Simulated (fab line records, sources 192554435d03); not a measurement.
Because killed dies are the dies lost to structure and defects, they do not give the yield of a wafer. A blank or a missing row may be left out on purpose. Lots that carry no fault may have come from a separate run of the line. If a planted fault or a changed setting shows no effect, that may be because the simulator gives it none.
fab line records | flow n5_finfet | part 2 of 2: steps 17 to 27 of 27
[record] lots = 5 wafers = 15 last_day = 19
route steps=1938 shown MOL_CONTACT_COAG@529
lots with no fault: from the same line, run without faults
start_h: start of the lot's first displayed wafer, in hours after the record's first day | wait_h: hours elapsed since this lot's preceding step | " same as the row above | L1.1+2: a row that stands for several wafers | - no value present, or no start provided | * or withheld: withheld | < > ~ a bound
route shown NAME@n: a module of which the file shows steps, and the number in the route of the first | usual: the fault-free wafers' mean and standard deviation | same: alike in all rows | chamber/n: place in a boat | sites: the reading at each site | _std_site: the standard deviation of these | _edge_site: mean of outer sites minus mean of inner sites | radius_mm: how far each site lies from the wafer's centre | mask NAME#n: copy n | behind: the last tool/chamber to shape the wafer | hold: cause of the lot's hold/its duration in hours/its outcome | device: the n, p or np transistor that did not switch | end of line: the tests these same wafers got at the end of their route | for a step that has no rows: nothing shown but its recipe | killed: count of dies lost to structure and defects at first sort (not the wafer's yield) | map: a wafer's dies, marking killed ones x, the rest . and places with no die _
set.NAME: the setting the step ran with; set.NAME@STEP: the setting that earlier step ran with | model.NAME: the simulator's own value behind a step, which no gauge read
certain route steps with their lots: each step a table, each wafer a row
services: when a tool's chamber went out of use (start_h, in hours from the record's first day, below 0 if earlier), for how many hours, and the reason
[[steps]]
[step N5_MOL_CONTACT_COAG_SIL_ANNEAL_21]
[recipe] temp_c = 550 time_s = 60 ambient = N2
[usual] lamp_power_pct = 7.63/0.21 lamp_zone_4_pct = 7.63/0.21 wafer_temp_C_max = 552.4/0.47
// columns lot.wafer tool chamber start_h wait_h lamp_power_pct lamp_zone_4_pct wafer_temp_C_max
L079.2 rtp_anneal-02 0 125.47 0.3 7.76 7.76 552.1
L079.3 " 0 " " 7.76 7.75 552.7
L079.5 " 0 " " 7.75 7.76 552.1
L081.2 rtp_anneal-02 0 136.87 0.3 7.75 7.76 553.2
L081.5 " 0 " " 7.76 7.75 553.3
L081.6 " 0 " " 7.76 7.75 552.1
L086.2 rtp_anneal-02 0 168.34 1.3 7.74 7.75 552.3
L086.3 " 0 " " 7.75 7.76 552.7
L086.4 " 0 " " 7.76 7.75 552.9
L088.2 rtp_anneal-02 0 179.40 0.4 7.75 7.76 551.7
L088.4 " 0 " " 7.76 7.74 552.8
L088.5 " 0 " " 7.76 7.75 552.2
L093.2 rtp_anneal-02 0 208.86 0.3 7.75 7.75 552.8
L093.3 " 0 " " 7.75 7.76 552.9
L093.5 " 0 " " 7.75 7.75 552.4
[step N5_MOL_CONTACT_COAG_PRE_CLEAN_141]
[recipe] gas = H2/He time_s = 60 temp_c = 300
[usual] heater_power_w = 436/51
// columns lot.wafer tool chamber start_h wait_h heater_power_w
L079.2 pvd_sputter-01 - 125.80 0.3 448
L079.3 " - " " 498
L079.5 " - " " 481
L081.2 pvd_sputter-01 - 138.25 1.4 436
L081.5 " - " " 492
L081.6 " - " " 407
L086.2 pvd_sputter-01 - 171.59 3.2 405
L086.3 " - " " 437
L086.4 " - " " 490
L088.2 pvd_sputter-02 - 179.59 0.2 398
L088.4 " - " " 383
L088.5 " - " " 450
L093.2 pvd_sputter-02 - 209.90 1.0 399
L093.3 " - " " 380
L093.5 " - " " 539
[step N5_MOL_CONTACT_COAG_SPUTTER_143]
[recipe] material = Co target_thk_a = 25 temp_c = 25 chamber_pressure_pa = 0.2
[usual] substrate_temp_c = 25.01/0.11 throttle_valve_pct = 29.8/1.1
// columns lot.wafer tool chamber start_h wait_h substrate_temp_c throttle_valve_pct
L079.2 pvd_sputter-01 - 125.87 0.0 25.05 30.2
L079.3 " - " " 25.08 27.7
L079.5 " - " " 25.18 27.4
L081.2 pvd_sputter-01 - 138.31 0.0 25.24 29.9
L081.5 " - " " 25.13 29.4
L081.6 " - " " 25.14 30.7
L086.2 pvd_sputter-01 - 171.65 0.0 24.92 30.9
L086.3 " - " " 25.23 30.1
L086.4 " - " " 25.02 29.7
L088.2 pvd_sputter-02 - 179.65 0.0 24.94 30.2
L088.4 " - " " 25.18 31.9
L088.5 " - " " 25.10 29.5
L093.2 pvd_sputter-02 - 209.96 0.0 25.06 30.2
L093.3 " - " " 25.03 31.9
L093.5 " - " " 25.15 29.9
[step N5_MOL_CONTACT_COAG_CO_FILL_22]
[recipe] material = Co target_thk_a = 200 temp_c = 200 precursor = CCTBA/H2 pressure_torr = 30
[usual] heater_power_w = 218/16
// columns lot.wafer tool chamber start_h wait_h heater_power_w since_wet_clean_h
L079.2 cvd_co-01 1 126.00 0.1 227 1105
L079.3 " 2 " " 206 208
L079.5 " 2 " " 203 -
L081.2 cvd_co-01 1 138.43 0.1 231 1117
L081.5 " 1 " " 226 -
L081.6 " 0 " " 199 -
L086.2 cvd_co-02 2 171.77 0.1 233 473
L086.3 " 0 " " 207 932
L086.4 " 2 " " 230 -
L088.2 cvd_co-01 2 179.77 0.1 203 262
L088.4 " 1 " " 230 -
L088.5 " 0 " " 200 -
L093.2 cvd_co-01 2 210.08 0.1 205 292
L093.3 " 0 " " 203 752
L093.5 " 2 " " 201 -
[step N5_MOL_CONTACT_COAG_ANNEAL_113]
[recipe] temp_c = 400 time_s = 300 ambient = H2/N2
[usual] lamp_power_pct = 3.27/0.093 lamp_zone_4_pct = 3.27/0.094 wafer_temp_C_max = 401.8/0.41
// columns lot.wafer tool chamber start_h wait_h lamp_power_pct lamp_zone_4_pct wafer_temp_C_max
L079.2 rtp_anneal-02 0 126.85 0.6 3.33 3.34 402.3
L079.3 " 0 " " 3.33 3.33 402.3
L079.5 " 0 " " 3.33 3.33 401.9
L081.2 rtp_anneal-02 0 139.37 0.6 3.33 3.33 401.5
L081.5 " 0 " " 3.33 3.33 402.6
L081.6 " 0 " " 3.34 3.34 401.8
L086.2 rtp_anneal-02 0 172.71 0.6 3.33 3.34 401.7
L086.3 " 0 " " 3.33 3.33 401.7
L086.4 " 0 " " 3.33 3.33 402.0
L088.2 rtp_anneal-01 0 180.76 0.7 3.13 3.13 402.1
L088.4 " 0 " " 3.13 3.12 401.8
L088.5 " 0 " " 3.13 3.12 402.7
L093.2 rtp_anneal-01 0 210.85 0.5 3.13 3.12 401.6
L093.3 " 0 " " 3.13 3.13 401.9
L093.5 " 0 " " 3.12 3.13 401.7
[step N5_MOL_CONTACT_COAG_PRE_CLEAN_142]
[recipe] gas = H2/He time_s = 60 temp_c = 300
[usual] heater_power_w = 447/52
// columns lot.wafer tool chamber start_h wait_h heater_power_w
L079.2 pvd_sputter-01 - 128.91 1.9 496
L079.3 " - " " 445
L079.5 " - " " 441
L081.2 pvd_sputter-02 - 140.31 0.8 399
L081.5 " - " " 541
L081.6 " - " " 399
L086.2 pvd_sputter-02 - 174.02 1.2 403
L086.3 " - " " 533
L086.4 " - " " 406
L088.2 pvd_sputter-02 - 182.37 1.5 384
L088.4 " - " " 544
L088.5 " - " " 530
L093.2 pvd_sputter-02 - 212.12 1.1 390
L093.3 " - " " 455
L093.5 " - " " 537
[step N5_MOL_CONTACT_COAG_SPUTTER_130]
[recipe] material = Co target_thk_a = 475 temp_c = 25 chamber_pressure_pa = 0.5 power_w = 3000
[usual] cathode_dc_power_W = 3000.0/0.56 substrate_temp_c = 25.00/0.1 throttle_valve_pct = 30.0/1.2
// columns lot.wafer tool chamber start_h wait_h cathode_dc_power_W substrate_temp_c throttle_valve_pct
L079.2 pvd_sputter-01 - 128.97 0.0 2999.8 25.06 27.8
L079.3 " - " " 3000.2 25.00 29.9
L079.5 " - " " 2999.7 25.01 30.0
L081.2 pvd_sputter-02 - 140.37 0.0 2999.9 25.11 30.4
L081.5 " - " " 3000.0 24.99 30.0
L081.6 " - " " 3000.4 25.11 30.2
L086.2 pvd_sputter-02 - 174.08 0.0 2999.1 25.19 30.4
L086.3 " - " " 3000.4 24.81 29.8
L086.4 " - " " 2999.9 24.99 31.9
L088.2 pvd_sputter-02 - 182.43 0.0 3000.5 24.88 31.6
L088.4 " - " " 2999.4 25.06 29.8
L088.5 " - " " 3000.4 24.81 29.8
L093.2 pvd_sputter-02 - 212.18 0.0 3000.5 24.96 31.8
L093.3 " - " " 2999.6 24.99 29.7
L093.5 " - " " 3000.3 25.16 30.0
[step N5_MOL_CONTACT_COAG_PRECLEAN_125]
[recipe] chemistry = DIW time_s = 57.5 temp_c = 23
// columns lot.wafer tool chamber start_h wait_h
L079.2+3+5 wet_bench-04 7,5,6 129.11 0.1
L081.2+5+6 wet_bench-02 6,1,7 140.50 0.1
L086.2+3+4 wet_bench-01 3,2,4 174.21 0.1
L088.2+4+5 wet_bench-02 1,2,7 182.56 0.1
L093.2+3+5 wet_bench-02 1,4,2 212.31 0.1
[step N5_MOL_CONTACT_COAG_SRD_126]
[recipe] dry_time_s = 32 dry = n2_spin spin_rpm = 1500
// columns lot.wafer tool chamber start_h wait_h
L079.2+3+5 wet_bench-04 7,5,6 129.14 0.0
L081.2+5+6 wet_bench-02 6,1,7 140.51 0.0
L086.2+3+4 wet_bench-01 3,2,4 174.23 0.0
L088.2+4+5 wet_bench-02 1,2,7 182.58 0.0
L093.2+3+5 wet_bench-02 1,4,2 212.33 0.0
[step N5_MOL_CONTACT_COAG_CMP_23]
[recipe] stop_on = SiO2 t_overpolish_s = 1.5 post_cmp_clean = cu_alkaline down_force_psi = 2 platen_rpm = 50.289 pad_velocity_m_s = 1.0006 target_thk_nm = 0
[usual] motor_current_A = 8.0/0.57 overpolish_run_s = 1.501/0.01 slurry_flow_ml_min = 150.1/0.45 time_to_endpoint_s = 10.1/2.5
// columns lot.wafer tool chamber start_h wait_h motor_current_A overpolish_run_s slurry_flow_ml_min time_to_endpoint_s
L079.2 cmp-01 2 129.21 0.1 9.1 1.501 149.6 9.4
L079.3 " 0 " " 7.8 1.514 150.1 12.7
L079.5 " 1 " " 8.3 1.494 149.8 11.9
L081.2 cmp-03 3 140.62 0.1 7.3 1.505 150.4 11.3
L081.6 " 1 " " 8.0 1.506 150.1 11.2
L081.5 " 2 " " 7.3 1.502 149.5 8.3
L086.3 cmp-03 0 174.26 0.0 7.7 1.496 149.4 10.5
L086.4 " 2 " " 7.6 1.497 151.5 8.5
L086.2 " 3 " " 7.5 1.509 150.1 8.3
L088.2 cmp-03 1 182.61 0.0 7.9 1.499 150.4 7.1
L088.4 " 0 " " 8.2 1.504 149.8 8.4
L088.5 " 1 " " 8.0 1.483 150.5 9.8
L093.2 cmp-01 2 212.36 0.0 8.9 1.510 150.0 10.2
L093.3 " 1 " " 8.7 1.509 150.3 9.8
L093.5 " 2 " " 9.3 1.499 149.8 9.0
[step N5_MOL_CONTACT_COAG_WET_ETCH_26]
[recipe] target = Co target_depth_nm = 13
// columns lot.wafer tool chamber start_h wait_h
L079.2+3+5 wet_bench-04 1,5,0 129.52 0.0
L081.2+5+6 wet_bench-04 5,4,1 140.90 0.0
L086.2+3+4 wet_bench-01 2,4,3 174.61 0.0
L088.2+4+5 wet_bench-01 7,2,0 182.97 0.0
L093.2+3+5 wet_bench-04 3,6,5 212.71 0.0
[[services]]
// columns tool chamber start_h hours kind
rie_diel-01 0 100.51 13.7 repair
rie_diel-04 2 110.41 45.9 repair
ald_metal-04 0 113.24 27.0 repair
rie_diel-04 - 115.75 0.4 repair
cvd_co-02 0 122.66 6.9 repair
cvd_co-02 2 123.80 9.2 repair
cvd_co-01 - 134.37 2.8 pm
implanter-02 - 138.99 2.5 pm
cvd_co-01 - 139.01 6.9 pm
cmp-01 - 149.55 4.3 repair
rie_diel-04 0 159.67 9.2 repair
cmp-03 - 161.38 0.3 repair
rie_diel-04 3 166.89 6.3 repair
implanter-01 - 175.04 1.8 pm
rtp_anneal-02 - 180.63 2.9 pm
rie_diel-03 1 182.04 - clean
rie_diel-03 1 182.04 - consumable_replace:focus_ring
rie_diel-03 1 182.04 21.0 scheduled_down
cmp-03 - 193.45 7.5 pm
rie_diel-01 2 196.01 16.2 repair
implanter-01 - 197.81 2.4 repair
implanter-01 - 206.96 2.0 repair
cmp-01 - 209.94 0.7 repair
cmp-03 - 212.44 7.1 pm
